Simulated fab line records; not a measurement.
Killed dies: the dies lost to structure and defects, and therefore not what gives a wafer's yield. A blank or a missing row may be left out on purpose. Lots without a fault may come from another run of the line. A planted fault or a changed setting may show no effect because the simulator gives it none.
Which of the tools did it?	flow n5_finfet	11 lots, 31 wafers sampled, at 5 steps of a route of 1938

== WHAT THE GAUGES READ, wafer by wafer ==
N5_BEOL_M4_RC_MEAS_101.
lot	measured	on	DIBL_N (mV/V)	DIBL_P (mV/V)	IOFF_N (nA/um)	IOFF_P (nA/um)	ION_N (uA/um)	ION_P (uA/um)	SS_N (mV/dec)	SS_P (mV/dec)	VT_N (mV)	VT_P (mV)
L507	day 8 01:43	prober-02	37.7 35.6 35.6	36.6 34.6 34.4	0.17 0.12 0.14	0.21 0.18 0.18	670 662 650	452 457 451	72.3 72.2 71.8	74.3 73.1 73.6	251 253 250	-252 -255 -256
L508	day 8 10:36	prober-01	38.6 37.0 36.2	39.1 37.7 36.8	0.22 0.19 0.18	0.26 0.24 0.22	692 684 683	468 467 464	71.6 71.2 71.8	73.7 73.8 73.9	248 246 245	-250 -248 -250
L509	day 8 20:47	prober-02	33.9 35.8 33.0	35.7 37.6 34.6	0.13 0.15 0.11	0.18 0.19 0.16	667 680 648	460 460 445	71.1 71.4 71.1	73.1 73.6 72.9	251 248 255	-252 -253 -255
L510	day 9 01:07	prober-02	36.7 34.7 35.8	38.3 36.3 37.5	0.18 0.15 0.16	0.23 0.20 0.21	680 669 669	465 461 460	71.9 71.4 71.4	72.7 72.7 72.5	249 251 248	-249 -252 -252
L511	day 9 06:21	prober-02	35.2 36.7 34.6	35.2 36.1 35.2	0.14 0.16 0.13	0.18 0.18 0.17	681 673 665	460 455 461	71.1 71.7 70.6	73.5 72.3 72.1	251 251 250	-251 -254 -252
L518	day 11 02:45	prober-01	40.9 40.6	40.8 40.0	0.20 0.20	0.26 0.25	700 687	469 466	71.1 71.7	75.2 74.1	247 247	-249 -249
L520	day 11 09:48	prober-01	37.6 35.4	38.4 36.5	0.19 0.17	0.25 0.22	678 679	467 470	71.1 71.9	73.8 73.1	250 249	-248 -248
L521	day 12 04:51	prober-02	34.6 37.4 34.8	34.6 38.7 35.9	0.13 0.17 0.13	0.19 0.25 0.21	669 674 665	464 462 458	71.6 72.4 72.0	72.6 74.2 73.4	253 249 253	-252 -248 -250
L522	day 12 04:16	prober-01	35.6 39.0 35.0	35.2 39.3 34.8	0.16 0.24 0.16	0.23 0.31 0.22	679 697 673	463 477 461	71.4 72.2 71.5	73.3 74.0 73.1	251 246 249	-246 -245 -247
L527	day 13 21:14	prober-02	38.0 38.9 38.2	38.2 39.1 38.4	0.18 0.20 0.18	0.23 0.27 0.23	675 683 682	462 470 469	71.4 72.0 72.5	74.1 74.2 74.7	250 248 248	-248 -247 -247
L529	day 13 23:46	prober-01	39.8 35.9 35.3	39.3 36.6 35.1	0.24 0.17 0.15	0.29 0.23 0.21	696 690 669	470 464 467	72.4 71.0 71.4	74.2 72.5 72.7	243 247 251	-246 -247 -252

== WHICH TOOL RAN EACH LOT (tool, then ch and the chambers of the sampled wafers, then the start) ==
lot	N5_BEOL_M2_ALD_84	N5_BEOL_M2_CVD_47	N5_BEOL_M2_SPUTTER_48	N5_BEOL_M2_SPUTTER_79
L507	ald_metal-03 ch 0,2,3, day 6 20:28	cvd_co-02 ch 0,1,2, day 6 20:51	pvd_sputter-03, day 6 21:08	pvd_sputter-03, day 6 21:21
L508	ald_metal-02 ch 1,2,3, day 7 05:05	cvd_co-01 ch 0,1,2, day 7 05:29	pvd_sputter-03, day 7 05:54	pvd_sputter-03, day 7 06:07
L509	ald_metal-04 ch 1,2,3, day 7 14:05	cvd_co-02 ch 1,2, day 7 14:28	pvd_sputter-01, day 7 14:43	pvd_sputter-01, day 7 14:56
L510	ald_metal-02 ch 0,1,3, day 7 21:52	cvd_co-02 ch 0,1, day 7 22:51	pvd_sputter-01, day 7 23:05	pvd_sputter-01, day 7 23:19
L511	ald_metal-04 ch 0,3, day 8 02:05	cvd_co-02 ch 0,1,2, day 8 02:28	pvd_sputter-03, day 8 02:43	pvd_sputter-03, day 8 02:56
L518	ald_metal-03 ch 0,2, day 9 12:02	cvd_co-02 ch 0,2, day 9 12:23	pvd_sputter-03, day 9 12:45	pvd_sputter-03, day 9 12:58
L520	ald_metal-02 ch 0,2, day 10 05:28	cvd_co-02 ch 1,2, day 10 05:53	pvd_sputter-02, day 10 06:10	pvd_sputter-02, day 10 06:23
L521	ald_metal-04 ch 1,2, day 10 18:34	cvd_co-01 ch 0,1, day 10 18:55	pvd_sputter-02, day 10 19:19	pvd_sputter-02, day 10 19:32
L522	ald_metal-02 ch 0,1,3, day 10 22:10	cvd_co-01 ch 0,1, day 10 22:44	pvd_sputter-03, day 10 23:01	pvd_sputter-03, day 10 23:14
L527	ald_metal-04 ch 1,2, day 11 22:33	cvd_co-01 ch 0,1,2, day 11 22:53	pvd_sputter-02, day 11 23:08	pvd_sputter-02, day 11 23:22
L529	ald_metal-04 ch 1,2, day 12 07:17	cvd_co-01 ch 0,1, day 12 07:38	pvd_sputter-02, day 12 07:48	pvd_sputter-02, day 12 08:01
- N5_BEOL_M2_ALD_84: deposits TaN, pulse time 2 s, purge time 3 s, co reactant purge time 2 s.
- N5_BEOL_M2_CVD_47: deposits Co from CCTBA/H2, target thk 3 nm, time 223.8 s.
- N5_BEOL_M2_SPUTTER_48: material Cu, target thk 4.5 nm, time 8.29 s.
- N5_BEOL_M2_SPUTTER_79: material Cu, target thk 4.5 nm, time 8.29 s.

== WHAT THE TOOLS THEMSELVES READ (means of the sampled wafers that have a number; where no wafer has one, the mark that the record gives instead) ==
N5_BEOL_M2_ALD_84.
lot	tool	heater_power_w (W)
L507	ald_metal-03	381
L508	ald_metal-02	389
L509	ald_metal-04	410
L510	ald_metal-02	430
L511	ald_metal-04	392
L518	ald_metal-03	400
L520	ald_metal-02	432
L521	ald_metal-04	408
L522	ald_metal-02	430
L527	ald_metal-04	406
L529	ald_metal-04	406

N5_BEOL_M2_CVD_47.
lot	tool	run_length_s (s)
L507	cvd_co-02	246.6
L508	cvd_co-01	247.0
L509	cvd_co-02	246.5
L510	cvd_co-02	246.9
L511	cvd_co-02	246.7
L518	cvd_co-02	247.4
L520	cvd_co-02	247.6
L521	cvd_co-01	246.5
L522	cvd_co-01	246.7
L527	cvd_co-01	246.9
L529	cvd_co-01	246.9

N5_BEOL_M2_SPUTTER_48.
lot	tool	throttle_valve_pct (%)
L507	pvd_sputter-03	29.0
L508	pvd_sputter-03	29.5
L509	pvd_sputter-01	30.4
L510	pvd_sputter-01	30.5
L511	pvd_sputter-03	28.9
L518	pvd_sputter-03	29.9
L520	pvd_sputter-02	31.1
L521	pvd_sputter-02	31.0
L522	pvd_sputter-03	29.6
L527	pvd_sputter-02	30.2
L529	pvd_sputter-02	31.4

N5_BEOL_M2_SPUTTER_79.
lot	tool	throttle_valve_pct (%)
L507	pvd_sputter-03	28.9
L508	pvd_sputter-03	29.4
L509	pvd_sputter-01	30.1
L510	pvd_sputter-01	30.5
L511	pvd_sputter-03	28.9
L518	pvd_sputter-03	29.9
L520	pvd_sputter-02	31.4
L521	pvd_sputter-02	31.0
L522	pvd_sputter-03	29.6
L527	pvd_sputter-02	30.2
L529	pvd_sputter-02	31.2

== THE ANSWER, worked out from the rows above alone ==
Rule: usual is defined by the lots themselves. Put in order of their means at a reading, lots are off if they are a third of the lots or fewer, leave a main group of 4 or more, and stand apart from it by a gap of 3 or more times the standard deviation of the main group's means; of several such gaps the widest counts. The tables above print the reading to a certain number of digits; a main group whose means all agree to those digits is not used. Also off: a lot with no number at a reading for which 4 or more lots have one. The other lots that the step has rows for count as sound. Order of review: gauges by route order, followed by the tools' own readings, for which a lot's mean as printed above is used. The first step at which some lot is off is used, and at that step the reading that is off furthest; a lot without a number counts as furthest.
Across all readings shown, no lot is off: no conclusion can be drawn from this.

== WHAT WAS PUT IN BY THE SIMULATOR ==
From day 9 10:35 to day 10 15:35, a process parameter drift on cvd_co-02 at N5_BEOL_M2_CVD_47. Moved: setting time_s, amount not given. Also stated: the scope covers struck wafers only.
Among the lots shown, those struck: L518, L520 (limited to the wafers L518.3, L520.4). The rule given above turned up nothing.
